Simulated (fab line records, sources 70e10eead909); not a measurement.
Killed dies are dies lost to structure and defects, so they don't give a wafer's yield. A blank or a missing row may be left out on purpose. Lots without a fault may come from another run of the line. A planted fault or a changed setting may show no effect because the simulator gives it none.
fab line records | flow nand_harc
record lots=24 wafers=72 last_day=33
route steps=1302 shown P_GATE@190 P_M0@278 P_M1@312
lots that met no fault: from a run of the same line without faults
start_h: hours from the record's first day to the start of the lot's first wafer shown | wait_h: hours since the lot's step before | " the same as in the row above | L1.1+2: a row that stands for several wafers | - no value, or no start given | * or withheld: withheld | < > ~ a bound
route shown NAME@n: a module of which the file shows steps, and the number in the route of the first | usual: mean/standard deviation of fault-free wafers | same: alike in all rows | chamber/n: place in a boat | sites: the reading at each site | _std_site: their standard deviation | _edge_site: outer sites' mean less inner sites' | radius_mm: how far each site lies from the wafer's centre | mask NAME#n: copy n | behind: the tool/chamber that last shaped the wafer | hold: why the lot was held/for how many hours/how that ended | device: the transistor (n, p or np) that didn't switch | end of line: the same wafers' tests at the end of the route | a step without rows: its recipe alone | killed: dies lost to structure and defects at the first sort, not the wafer's yield | map: a wafer's dies, x killed, . not, _ none there
set.NAME: the setting as run; set.NAME@STEP: as run at that earlier step | model.NAME: the simulator's own value behind a step, which no gauge read
steps of the route over a sample of lots; a table a step, a row a wafer
services: from which hour (start_h, from the record's first day; less than 0 if before it) a tool's chamber was out of use, for how many hours, and why
## steps
# step NHARC_P_GATE_STRIP_76
# recipe power_w=1500 temp_c=250 chemistry=O2
# usual drypump_motor_current_A=6.1/0.4 heater_power_w=338/24
# columns lot.wafer tool chamber start_h wait_h drypump_motor_current_A heater_power_w rf_hours_counter_h
L074.1 plasma_asher-01 0 108.97 0.2 5.7 321 26
L074.2 " 1 " " 5.7 368 26
L074.5 " 0 " " 5.7 313 -
L075.1 plasma_asher-01 0 122.86 0.2 5.7 316 28
L075.3 " 1 " " 5.7 362 -
L075.6 " 0 " " 5.7 319 -
L076.2 plasma_asher-02 1 130.78 0.2 5.9 321 10
L076.4 " 1 " " 5.9 317 -
L076.5 " 0 " " 6.6 359 -
L077.1 plasma_asher-02 1 137.61 0.2 5.9 317 12
L077.3 " 0 " " 6.6 361 -
L077.5 " 0 " " 6.6 366 -
L078.1 plasma_asher-01 1 150.75 0.2 5.7 363 33
L078.2 " 0 " " 5.7 323 33
L078.5 " 1 " " 5.7 370 -
L080.1 plasma_asher-02 1 170.03 0.2 5.9 316 20
L080.3 " 0 " " 6.6 361 -
L080.5 " 0 " " 6.6 359 -
L079.1 plasma_asher-02 1 170.47 0.2 5.9 325 20
L079.2 " 0 " " 6.6 362 20
L079.5 " 1 " " 5.9 320 -
L081.3 plasma_asher-02 1 185.09 0.2 5.9 313 -
L081.4 " 0 " " 6.6 361 -
L081.6 " 0 " " 6.6 364 -
L082.2 plasma_asher-02 1 207.82 0.2 6.0 311 28
L082.4 " 0 " " 6.6 364 -
L082.6 " 0 " " 6.6 357 -
L083.1 plasma_asher-02 0 218.03 0.2 6.6 369 30
L083.2 " 1 " " 5.9 311 30
L083.3 " 1 " " 5.9 318 -
L084.2 plasma_asher-02 0 220.84 0.2 6.6 365 31
L084.3 " 0 " " 6.6 358 -
L084.6 " 0 " " 6.6 365 -
L085.1 plasma_asher-02 1 227.20 0.2 5.9 324 33
L085.2 " 0 " " 6.6 354 33
L085.6 " 1 " " 5.9 323 -
L086.2 plasma_asher-02 0 229.95 0.2 6.6 362 35
L086.1 " 1 " " 5.9 313 35
L086.5 " 0 " " 6.6 351 -
L087.1 plasma_asher-02 0 238.10 0.2 6.6 369 39
L087.4 " 1 " " 6.0 310 -
L087.6 " 0 " " 6.6 363 -
L088.2 plasma_asher-01 1 262.09 0.2 5.7 361 14
L088.3 " 1 " " 5.7 358 -
L088.5 " 0 " " 5.7 307 -
L089.2 plasma_asher-01 1 268.38 0.2 5.7 363 15
L089.3 " 1 " " 5.7 361 -
L089.5 " 1 " " 5.7 351 -
L090.2 plasma_asher-01 0 277.69 0.2 5.7 310 16
L090.3 " 0 " " 5.7 317 -
L090.5 " 1 " " 5.7 352 -
L091.1 plasma_asher-02 1 281.69 0.2 5.9 311 5
L091.5 " 0 " " 6.6 369 -
L091.6 " 1 " " 6.0 302 -
L092.1 plasma_asher-02 0 287.61 0.2 6.6 365 6
L092.6 " 0 " " 6.6 363 -
L092.5 " 1 " " 5.9 311 -
L093.1 plasma_asher-01 1 300.85 0.2 5.7 355 21
L093.2 " 0 " " 5.7 316 21
L093.3 " 0 " " 5.7 313 -
L094.2 plasma_asher-01 1 308.29 0.2 5.7 363 22
L094.4 " 1 " " 5.6 352 -
L094.5 " 0 " " 5.7 313 -
L095.4 plasma_asher-01 1 319.52 0.2 5.7 355 -
L095.3 " 0 " " 5.7 318 -
L095.6 " 0 " " 5.7 310 -
L096.1 plasma_asher-02 1 338.68 0.2 6.0 311 16
L096.3 " 0 " " 6.6 363 -
L096.6 " 1 " " 6.0 305 -
L097.2 plasma_asher-02 0 344.27 0.2 6.6 363 18
L097.1 " 1 " " 6.0 312 18
L097.6 " 1 " " 6.0 306 -
# step NHARC_P_M0_CMP_23
# recipe t_overpolish_s=20 target_thk_nm=117.54
# usual motor_current_A=12.1/0.99 time_to_endpoint_s=28.6/2.7
# columns lot.wafer tool chamber start_h wait_h motor_current_A time_to_endpoint_s
L074.1 cmp-04 0 121.04 - 13.2 29.0
L074.2 " 3 " " 11.7 30.4
L074.5 " 0 " " 13.1 29.3
L075.1 cmp-03 1 134.98 - 13.0 31.9
L075.3 " 2 " " 10.8 33.1
L075.6 " 0 " " 11.8 29.1
L076.2 cmp-04 0 143.19 - 13.9 28.7
L076.4 " 2 " " 11.1 25.8
L076.5 " 0 " " 13.4 30.9
L077.1 cmp-02 2 149.58 - 11.6 33.6
L077.3 " 0 " " 11.1 27.6
L077.5 " 2 " " 10.3 35.2
L078.1 cmp-02 2 163.32 - 11.6 34.1
L078.2 " 3 " " 11.8 30.7
L078.5 " 1 " " 13.1 34.9
L080.3 cmp-03 0 181.91 - 11.5 28.8
L080.1 " 3 " " 12.4 30.7
L080.5 " 1 " " 13.5 30.1
L079.2 cmp-04 3 182.81 - 11.3 26.6
L079.1 " 0 " " 13.7 23.8
L079.5 " 3 " " 11.0 22.4
L081.4 cmp-03 1 197.08 - 13.0 27.4
L081.3 " 2 " " 10.4 28.4
L081.6 " 0 " " 11.7 29.3
L082.4 cmp-04 0 219.66 - 14.6 27.9
L082.2 " 2 " " 11.9 22.3
L082.6 " 1 " " 12.7 27.7
L083.2 cmp-03 0 229.86 - 11.6 28.8
L083.1 " 2 " " 10.9 30.9
L083.3 " 3 " " 12.5 28.6
L084.2 cmp-03 0 233.47 - 11.6 29.5
L084.3 " 2 " " 10.4 28.6
L084.6 " 1 " " 12.9 27.9
L085.1 cmp-02 1 239.07 - 12.5 27.3
L085.2 " 0 " " 11.2 23.8
L085.6 " 2 " " 10.7 28.4
L086.1 cmp-03 2 242.28 - 10.5 30.3
L086.2 " 1 " " 12.5 28.5
L086.5 " 2 " " 10.4 29.9
L087.1 cmp-03 1 250.25 - 12.9 29.6
L087.4 " 3 " " 12.5 29.2
L087.6 " 1 " " 12.6 28.0
L088.2 cmp-02 2 274.00 - 11.5 30.1
L088.3 " 3 " " 11.8 28.6
L088.5 " 1 " " 13.5 30.2
L089.3 cmp-03 3 284.15 - 13.3 24.5
L089.2 " 1 " " 13.8 25.5
L089.5 " 3 " " 12.0 24.6
L090.3 cmp-02 3 289.74 - 11.1 31.5
L090.2 " 0 " " 10.9 28.8
L090.5 " 2 " " 10.9 29.6
L091.1 cmp-03 2 293.90 - 10.8 28.9
L091.6 " 0 " " 12.0 27.6
L091.5 " 1 " " 13.6 27.8
L092.1 cmp-04 1 299.68 - 11.9 32.9
L092.6 " 0 " " 13.5 28.2
L092.5 " 1 " " 12.9 30.9
L093.2 cmp-04 2 312.79 - 11.7 25.5
L093.3 " 3 " " 11.3 22.8
L093.1 " 1 " " 12.8 28.0
L094.2 cmp-02 1 320.31 - 13.5 27.2
L094.4 " 3 " " 11.7 26.4
L094.5 " 1 " " 12.8 27.1
L095.3 cmp-03 3 331.39 - 13.1 29.4
L095.4 " 1 " " 12.9 31.8
L095.6 " 3 " " 12.3 27.5
L096.1 cmp-02 0 350.51 - 11.0 29.3
L096.3 " 2 " " 10.6 30.5
L096.6 " 0 " " 11.4 29.6
L097.2 cmp-03 0 356.19 - 11.9 27.2
L097.1 " 1 " " 13.1 27.5
L097.6 " 1 " " 13.3 26.9
# step NHARC_P_M0_DEP_32
# recipe target_thk_a=300 temp_c=370 target_thk_nm=30 pressure_torr=3 flow_sccm=200 rf_w=450 material=SiCN
# usual heater_power_w=616/66 susceptor_temp_C=369.98/0.21
# columns lot.wafer tool chamber start_h wait_h heater_power_w susceptor_temp_C
L074.2 pecvd-04 1 121.71 0.1 569 369.84
L074.1 " 2 " " 630 370.23
L074.5 " 1 " " 570 369.64
L075.1 pecvd-04 2 136.01 0.1 663 370.22
L075.3 " 0 " " 652 370.24
L075.6 " 0 " " 650 369.71
L076.2 pecvd-02 2 143.78 0.1 523 370.30
L076.4 " 2 " " 532 370.31
L076.5 " 0 " " 546 369.91
L077.3 pecvd-04 1 150.19 0.1 535 370.28
L077.1 " 2 " " 653 369.61
L077.5 " 1 " " 538 370.23
L078.1 pecvd-02 0 163.91 0.1 587 370.12
L078.2 " 1 " " 673 370.27
L078.5 " 0 " " 606 370.05
L080.3 pecvd-03 2 182.58 0.1 521 369.95
L080.1 " 0 " " 734 370.05
L080.5 " 0 " " 712 369.87
L079.1 pecvd-02 1 183.45 0.1 727 369.58
L079.2 " 0 " " 640 370.05
L079.5 " 2 " " 444 369.61
L081.3 pecvd-04 1 197.71 0.1 594 370.21
L081.6 " 0 " " 712 369.93
L081.4 " 2 " " 562 369.85
L082.2 pecvd-04 0 220.28 0.1 604 369.89
L082.6 " 0 " " 618 370.29
L082.4 " 1 " " 520 369.86
L083.1 pecvd-04 0 230.48 0.1 748 370.00
L083.3 " 1 " " 495 370.11
L083.2 " 2 " " 641 370.12
L084.3 pecvd-04 2 234.09 0.1 555 370.40
L084.2 " 1 " " 572 369.70
L084.6 " 0 " " 721 369.95
L085.2 pecvd-03 2 239.73 0.1 514 369.83
L085.1 " 0 " " 639 369.87
L085.6 " 0 " " 659 369.83
L086.2 pecvd-02 0 242.90 0.1 615 370.43
L086.1 " 1 " " 726 370.15
L086.5 " 1 " " 759 369.98
L087.1 pecvd-03 2 250.96 0.1 548 369.76
L087.6 " 1 " " 562 369.84
L087.4 " 2 " " 544 369.69
L088.3 pecvd-03 1 274.59 0.1 669 369.88
L088.2 " 2 " " 567 370.04
L088.5 " 0 " " 605 370.02
L089.3 pecvd-04 0 284.81 0.1 597 369.88
L089.2 " 1 " " 517 369.94
L089.5 " 0 " " 598 369.73
L090.3 pecvd-04 1 290.37 0.1 539 370.05
L090.2 " 2 " " 544 370.25
L090.5 " 0 " " 615 370.14
L091.1 pecvd-03 0 294.51 0.1 633 369.88
L091.6 " 0 " " 635 369.76
L091.5 " 1 " " 659 370.25
L092.1 pecvd-04 1 300.32 0.1 595 369.88
L092.5 " 0 " " 646 369.75
L092.6 " 1 " " 597 370.08
L093.2 pecvd-04 1 313.42 0.1 520 369.76
L093.3 " 2 " " 596 369.91
L093.1 " 0 " " 664 369.62
L094.2 pecvd-04 0 320.98 0.1 675 369.95
L094.5 " 1 " " 585 369.76
L094.4 " 2 " " 611 370.25
L095.3 pecvd-04 0 332.09 0.1 691 370.30
L095.6 " 2 " " 649 369.99
L095.4 " 0 " " 683 370.17
L096.3 pecvd-03 2 351.12 0.1 576 369.81
L096.1 " 0 " " 661 370.11
L096.6 " 0 " " 671 370.43
L097.2 pecvd-04 1 356.81 0.1 562 370.04
L097.1 " 0 " " 688 370.26
L097.6 " 2 " " 647 369.74
# step NHARC_P_M1_THK_MEAS_24
# recipe thk_meas_gauge=xrf
# usual thk_nm=157.9/1.5
# columns lot.wafer tool chamber start_h wait_h thk_nm
L074.1 film_metro-01 - 125.55 - 157.7
L074.2 " - " " 157.9
L074.5 " - " " 156.2
L075.1 film_metro-02 - 139.92 - 157.2
L075.3 " - " " 156.3
L075.6 " - " " 157.8
L076.2 film_metro-02 - 147.52 - 156.6
L076.4 " - " " 158.9
L076.5 " - " " 156.6
L077.1 film_metro-01 - 153.96 - 158.9
L077.3 " - " " 160.0
L077.5 " - " " 159.5
L078.1 film_metro-01 - 167.77 - 158.4
L078.2 " - " " 158.6
L078.5 " - " " 157.0
L080.1 film_metro-01 - 186.39 - 159.1
L080.3 " - " " 159.4
L080.5 " - " " 159.4
L079.1 film_metro-01 - 187.32 - 156.8
L079.2 " - " " 156.7
L079.5 " - " " 158.5
L081.3 film_metro-01 - 201.51 - 158.0
L081.4 " - " " 159.6
L081.6 " - " " 159.4
L082.2 film_metro-02 - 224.11 - 159.5
L082.4 " - " " 158.8
L082.6 " - " " 157.6
L083.1 film_metro-02 - 234.45 - 157.3
L083.2 " - " " 156.6
L083.3 " - " " 159.1
L084.2 film_metro-02 - 237.95 - 159.1
L084.3 " - " " 158.7
L084.6 " - " " 157.7
L085.1 film_metro-02 - 243.41 - 158.1
L085.2 " - " " 156.4
L085.6 " - " " 158.9
L086.1 film_metro-01 - 246.73 - 157.3
L086.2 " - " " 157.3
L086.5 " - " " 154.8
L087.1 film_metro-01 - 254.73 - 157.6
L087.4 " - " " 156.2
L087.6 " - " " 159.2
L088.2 film_metro-02 - 278.43 - 160.3
L088.3 " - " " 156.8
L088.5 " - " " 159.2
L089.2 film_metro-01 - 288.54 - 157.1
L089.3 " - " " 156.4
L089.5 " - " " 157.4
L090.2 film_metro-01 - 294.19 - 158.9
L090.3 " - " " 155.5
L090.5 " - " " 158.0
L091.1 film_metro-02 - 298.19 - 157.8
L091.5 " - " " 158.4
L091.6 " - " " 156.3
L092.1 film_metro-02 - 304.02 - 155.7
L092.5 " - " " 156.7
L092.6 " - " " 157.3
L093.1 film_metro-02 - 317.27 - 156.8
L093.2 " - " " 155.2
L093.3 " - " " 155.9
L094.2 film_metro-01 - 324.83 - 159.1
L094.4 " - " " 159.9
L094.5 " - " " 156.2
L095.3 film_metro-01 - 335.85 - 160.3
L095.4 " - " " 158.0
L095.6 " - " " 159.1
L096.1 film_metro-02 - 354.85 - 157.0
L096.3 " - " " 157.9
L096.6 " - " " 156.3
L097.1 film_metro-01 - 360.53 - 157.2
L097.2 " - " " 158.8
L097.6 " - " " 155.1
# step NHARC_P_M1_INSPECT_27
# usual raw_defect_count=290/93
# columns lot.wafer tool chamber start_h wait_h raw_defect_count
L074.1 defect_inspect-01 - 125.71 0.0 159
L074.2 " - " " 200
L074.5 " - " " 314
L075.1 defect_inspect-01 - 140.08 0.0 278
L075.3 " - " " 318
L075.6 " - " " 251
L076.2 defect_inspect-02 - 147.68 0.0 180
L076.4 " - " " 242
L076.5 " - " " 474
L077.1 defect_inspect-02 - 154.12 0.0 296
L077.3 " - " " 275
L077.5 " - " " 243
L078.1 defect_inspect-01 - 167.95 0.0 561
L078.2 " - " " 276
L078.5 " - " " 312
L080.1 defect_inspect-01 - 186.57 0.0 374
L080.3 " - " " 281
L080.5 " - " " 403
L079.1 defect_inspect-02 - 187.48 0.0 551
L079.2 " - " " 212
L079.5 " - " " 402
L081.3 defect_inspect-01 - 201.67 0.0 207
L081.4 " - " " 286
L081.6 " - " " 272
L082.2 defect_inspect-01 - 224.26 0.0 215
L082.4 " - " " 245
L082.6 " - " " 279
L083.1 defect_inspect-02 - 234.61 0.0 324
L083.2 " - " " 228
L083.3 " - " " 370
L084.2 defect_inspect-02 - 238.10 0.0 174
L084.3 " - " " 214
L084.6 " - " " 229
L085.1 defect_inspect-02 - 243.57 0.0 202
L085.2 " - " " 205
L085.6 " - " " 237
L086.1 defect_inspect-01 - 246.89 0.0 209
L086.2 " - " " 266
L086.5 " - " " 242
L087.1 defect_inspect-01 - 254.89 0.0 315
L087.4 " - " " 342
L087.6 " - " " 266
L088.2 defect_inspect-01 - 278.59 0.0 245
L088.3 " - " " 231
L088.5 " - " " 238
L089.2 defect_inspect-02 - 288.70 0.0 195
L089.3 " - " " 234
L089.5 " - " " 200
L090.2 defect_inspect-02 - 294.35 0.0 245
L090.3 " - " " 299
L090.5 " - " " 258
L091.1 defect_inspect-02 - 298.35 0.0 410
L091.5 " - " " 417
L091.6 " - " " 611
L092.1 defect_inspect-02 - 304.18 0.0 302
L092.5 " - " " 149
L092.6 " - " " 195
L093.1 defect_inspect-01 - 317.43 0.0 189
L093.2 " - " " 335
L093.3 " - " " 245
L094.2 defect_inspect-02 - 324.98 0.0 294
L094.4 " - " " 404
L094.5 " - " " 329
L095.3 defect_inspect-02 - 336.01 0.0 255
L095.4 " - " " 299
L095.6 " - " " 176
L096.1 defect_inspect-02 - 355.01 0.0 198
L096.3 " - " " 295
L096.6 " - " " 242
L097.1 defect_inspect-02 - 360.68 0.0 293
L097.2 " - " " 209
L097.6 " - " " 186
# step NHARC_P_M1_PRE_CLEAN_32
# recipe time_s=12 temp_c=370 rf_power_w=300 gas=NH3
# usual heater_power_w=674/69 susceptor_temp_C=369.99/0.23
# columns lot.wafer tool chamber start_h wait_h heater_power_w susceptor_temp_C
L074.2 pecvd-04 2 125.79 0.1 687 370.28
L074.1 " 0 " " 724 369.80
L074.5 " 2 " " 682 369.74
L075.1 pecvd-04 2 140.15 0.1 628 370.30
L075.3 " 0 " " 769 369.72
L075.6 " 2 " " 611 370.36
L076.2 pecvd-04 2 147.77 0.1 689 370.12
L076.5 " 0 " " 764 370.12
L076.4 " 2 " " 698 369.99
L077.1 pecvd-03 1 154.19 0.1 622 370.14
L077.3 " 2 " " 620 369.84
L077.5 " 2 " " 616 369.46
L078.2 pecvd-04 1 168.02 0.1 587 369.80
L078.1 " 2 " " 608 370.31
L078.5 " 0 " " 736 369.88
L080.3 pecvd-04 2 186.64 0.1 653 369.89
L080.1 " 0 " " 808 370.00
L080.5 " 0 " " 796 369.49
L079.1 pecvd-02 0 187.56 0.1 690 369.93
L079.2 " 1 " " 825 369.89
L079.5 " 1 " " 811 369.91
L081.3 pecvd-03 2 201.76 0.1 605 369.72
L081.6 " 0 " " 682 369.89
L081.4 " 1 " " 692 370.01
L082.2 pecvd-04 1 224.34 0.1 609 370.28
L082.4 " 0 " " 798 370.11
L082.6 " 2 " " 646 369.72
L083.3 pecvd-04 1 234.76 0.1 576 369.71
L083.1 " 2 " " 682 370.36
L083.2 " 0 " " 678 370.21
L084.2 pecvd-04 0 238.42 0.3 706 369.77
L084.3 " 1 " " 631 370.03
L084.6 " 1 " " 631 369.92
L085.1 pecvd-02 2 243.65 0.1 615 370.09
L085.2 " 0 " " 623 369.99
L085.6 " 0 " " 627 369.94
L086.2 pecvd-03 2 246.95 0.1 603 370.09
L086.1 " 0 " " 698 369.93
L086.5 " 1 " " 712 370.08
L087.1 pecvd-03 2 254.95 0.1 600 369.98
L087.6 " 2 " " 589 370.12
L087.4 " 1 " " 689 369.98
L088.3 pecvd-03 1 278.65 0.1 634 369.83
L088.2 " 0 " " 680 370.09
L088.5 " 1 " " 630 369.78
L089.3 pecvd-04 1 288.78 0.1 606 370.04
L089.2 " 2 " " 658 369.48
L089.5 " 0 " " 721 369.81
L090.2 pecvd-04 2 294.42 0.1 690 369.96
L090.3 " 1 " " 594 369.88
L090.5 " 2 " " 699 369.87
L091.1 pecvd-03 2 298.45 0.1 586 370.33
L091.6 " 1 " " 718 370.10
L091.5 " 2 " " 598 369.67
L092.1 pecvd-03 0 304.25 0.1 689 370.19
L092.6 " 1 " " 721 370.06
L092.5 " 2 " " 621 369.83
L093.1 pecvd-04 2 317.49 0.1 690 370.00
L093.2 " 0 " " 690 370.18
L093.3 " 1 " " 657 369.58
L094.2 pecvd-02 1 325.05 0.1 889 370.02
L094.5 " 1 " " 861 370.19
L094.4 " 0 " " 644 369.85
L095.3 pecvd-02 0 336.09 0.1 653 369.75
L095.6 " 2 " " 557 369.63
L095.4 " 0 " " 638 370.02
L096.1 pecvd-04 2 355.08 0.1 714 370.28
L096.3 " 1 " " 637 369.87
L096.6 " 2 " " 715 369.81
L097.1 pecvd-04 1 360.76 0.1 611 370.04
L097.2 " 2 " " 650 370.06
L097.6 " 0 " " 700 370.37
## services
# columns tool chamber start_h hours kind
pecvd-04 - 88.37 13.0 pm
pecvd-03 0 110.46 16.2 repair
pecvd-03 1 117.70 6.1 repair
pecvd-04 2 126.83 2.4 repair
cmp-02 - 127.11 0.5 repair
pecvd-04 1 133.09 7.7 repair
cmp-02 - 135.10 4.0 pm
cmp-03 - 154.21 0.9 repair
cmp-03 - 162.00 4.0 pm
plasma_asher-01 - 165.00 9.0 pm
pecvd-03 1 172.74 5.0 repair
pecvd-03 - 185.54 13.0 pm
plasma_asher-01 - 224.70 11.9 repair
pecvd-02 - 227.24 13.0 pm
plasma_asher-02 - 249.28 9.0 pm
cmp-03 - 252.39 2.6 repair
cmp-03 - 260.00 4.0 pm
pecvd-04 1 261.40 6.8 repair
cmp-03 - 266.90 8.6 repair
pecvd-04 - 269.37 13.0 pm
pecvd-03 - 299.93 0.6 repair
plasma_asher-01 - 342.00 9.0 pm
cmp-03 - 357.49 1.7 repair
pecvd-04 - 360.36 0.3 repair
## key
fault none
